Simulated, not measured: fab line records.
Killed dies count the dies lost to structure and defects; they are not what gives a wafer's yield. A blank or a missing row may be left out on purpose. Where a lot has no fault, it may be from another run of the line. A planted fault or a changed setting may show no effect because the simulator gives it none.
2 desks looking at one fault :: flow n5 finfet :: what lay behind the numbers comes last; until then each desk has only its own

## FROM THE METROLOGY DESK
Means of the sampled wafers that have a number, per lot and without regard to the tool the lot ran on: this is what the gauges read. Any lot whose mean is over 4 standard deviations away from the usual mean is out of limits and marked OUT; that distance is given in the brackets. Readings shown: 7 of its 10, picked as those furthest out on some lot.
Columns: A = IOFF_N at N5_BEOL_M4_RC_MEAS_101, usual 0.152 nA/um; B = IOFF_P at N5_BEOL_M4_RC_MEAS_101, usual 0.20 nA/um; C = ION_N at N5_BEOL_M4_RC_MEAS_101, usual 672 uA/um; D = ION_P at N5_BEOL_M4_RC_MEAS_101, usual 461 uA/um; E = SS_N at N5_BEOL_M4_RC_MEAS_101, usual 71.4 mV/dec; F = VT_N at N5_BEOL_M4_RC_MEAS_101, usual 251 mV; G = VT_P at N5_BEOL_M4_RC_MEAS_101, usual -251 mV
lot: L406
first seen here: day 8 11:07
A: 0.167
B: 0.24
C: 673
D: 464
E: 71.7
F: 250
G: -247

lot: L407
first seen here: day 8 13:11
A: 0.146
B: 0.17
C: 670
D: 457
E: 71.1
F: 252
G: -253

lot: L408
first seen here: day 8 23:14
A: 0.179
B: 0.19
C: 679
D: 458
E: 71.6
F: 250
G: -254

lot: L410
first seen here: day 9 08:35
A: 0.159
B: 0.23
C: 679
D: 467
E: 71.2
F: 248
G: -247

lot: L411
first seen here: day 9 17:50
A: 0.157
B: 0.20
C: 677
D: 462
E: 71.7
F: 248
G: -250

lot: L415
first seen here: day 10 20:56
A: 0.186
B: 0.22
C: 684
D: 468
E: 70.7
F: 244
G: -247

lot: L417
first seen here: day 11 01:20
A: 0.140
B: 0.17
C: 663
D: 450
E: 71.5
F: 252
G: -254

lot: L419
first seen here: day 11 16:05
A: 0.146
B: 0.17
C: 672
D: 454
E: 71.6
F: 252
G: -256

lot: L425
first seen here: day 12 22:13
A: 0.152
B: 0.19
C: 682
D: 466
E: 71.1
F: 251
G: -251

lot: L426
first seen here: day 13 20:10
A: 0.132
B: 0.18
C: 668
D: 459
E: 71.3
F: 252
G: -251
This desk found nothing out of limits on any of the 10 lots.

## FOR THE TOOL OWNER'S DESK: ald metal-02
The tool's own readings at N5_HKMG_FIN_ALD_71 (deposits TiN, target thk 1 nm, pulse time 1 s, purge time 3 s): means of the sampled wafers that have a number, for each lot that ran on this tool. Any lot whose mean is over 4 standard deviations away from the usual mean is out of limits and marked OUT; that distance is given in the brackets.
Columns: A = heater power outer w at N5_HKMG_FIN_ALD_71, usual 529 W; B = heater power w at N5_HKMG_FIN_ALD_71, usual 856 W; C = precursor pulse height rel at N5_HKMG_FIN_ALD_71, usual 1.000
lot: L407
first seen here: day 4 23:45
A: 500
B: 793
C: 1.002

lot: L411
first seen here: day 6 02:46
A: 533
B: 850
C: 1.001

lot: L415
first seen here: day 7 02:26
A: 502
B: 804
C: 1.007

lot: L417
first seen here: day 7 13:19
A: 462
B: 756
C: 0.997

lot: L419
first seen here: day 8 01:34
A: 539
B: 856
C: 1.018
This desk found nothing out of limits on any of the 5 lots.

## PUT TOGETHER
Metrology desk: nothing out of limits seen.
The tool owner's desk saw nothing out of limits.

## WHAT THE SIMULATOR HAD PUT IN
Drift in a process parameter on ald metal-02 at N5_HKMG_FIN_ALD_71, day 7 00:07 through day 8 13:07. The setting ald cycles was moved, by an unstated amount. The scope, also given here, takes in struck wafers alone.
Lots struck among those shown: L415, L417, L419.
